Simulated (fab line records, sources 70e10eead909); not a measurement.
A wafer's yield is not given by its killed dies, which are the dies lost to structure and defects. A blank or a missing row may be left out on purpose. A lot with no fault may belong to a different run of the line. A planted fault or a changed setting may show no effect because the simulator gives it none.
Chamber matching	flow nandHarc	NHARC_A_WL_FILL_ETCHBACK_26 on rieSi-01 has 4 sister chambers
The step etches the open film in HBr, target depth 52 nm, time 13.3 s. 14 wafers are shown with their chamber, then 7 later ones without.

== WAFERS PAIRED WITH THEIR CHAMBERS ==
wafer	chamber	drypumpMotorCurrentA (A)	heBacksideLeakSccm (sccm)	throttleValvePct (%)
L076.1	1	6.5	2.32	23.265
L076.2	0	5.8	2.87	23.263
L076.3	2	5.8	2.90	23.266
L078.3	1	6.5	2.21	23.276
L078.4	2	5.7	2.91	23.255
L078.6	1	6.5	2.36	23.257
L080.1	1	6.5	2.29	23.267
L080.3	0	5.8	2.92	23.264
L080.5	2	5.7	2.87	23.268
L083.2	0	5.8	3.00	23.271
L083.3	3	6.4	2.86	23.253
L083.4	2	5.7	2.87	23.269
L085.1	3	6.4	2.96	23.254
L085.4	0	5.8	2.97	23.284

SIGNATURES (averages over the wafers above)
reading	chamber 0	chamber 1	chamber 2	chamber 3	scatter within a chamber
drypumpMotorCurrentA	5.800	6.500	5.725	6.400	0.0274
heBacksideLeakSccm	2.9400	2.2950	2.8875	2.9100	0.0531
throttleValvePct	23.27050	23.26625	23.26450	23.25350	0.00768
Rule: a wafer lies at a distance from a chamber equal to the root of the sum of squares, over the readings, of (its reading less the chamber's mean, divided by the reading's scatter). The wafer belongs to the nearest chamber; if the next one is less than 2 further off, it can't be placed. The scatter: take each reading less its chamber's mean, square it, sum over the shown wafers, divide by the number of wafers less the number of chambers, and take the root.

== WAFERS WITH NO CHAMBER GIVEN ==
wafer	drypumpMotorCurrentA (A)	heBacksideLeakSccm (sccm)	throttleValvePct (%)
L085.6	5.7	2.88	23.279
L089.3	6.5	2.84	23.258
L089.5	5.7	2.93	23.274
L089.6	6.4	2.70	23.269
L092.2	5.7	2.83	23.258
L092.4	6.5	2.29	23.274
L092.5	6.4	2.96	23.262

== WHICH CHAMBER EACH WENT THROUGH ==
wafer	from the rows above	in truth
L085.6	can't be placed: 2 or 0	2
L089.3	3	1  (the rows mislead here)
L089.5	can't be placed: 2 or 0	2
L089.6	3	3
L092.2	2	2
L092.4	1	1
L092.5	3	3
Correct placement for 4 of the 7. Cannot be placed on the basis of these rows: 2; the candidates contain the true chamber in 2. Number placed wrongly: 1.
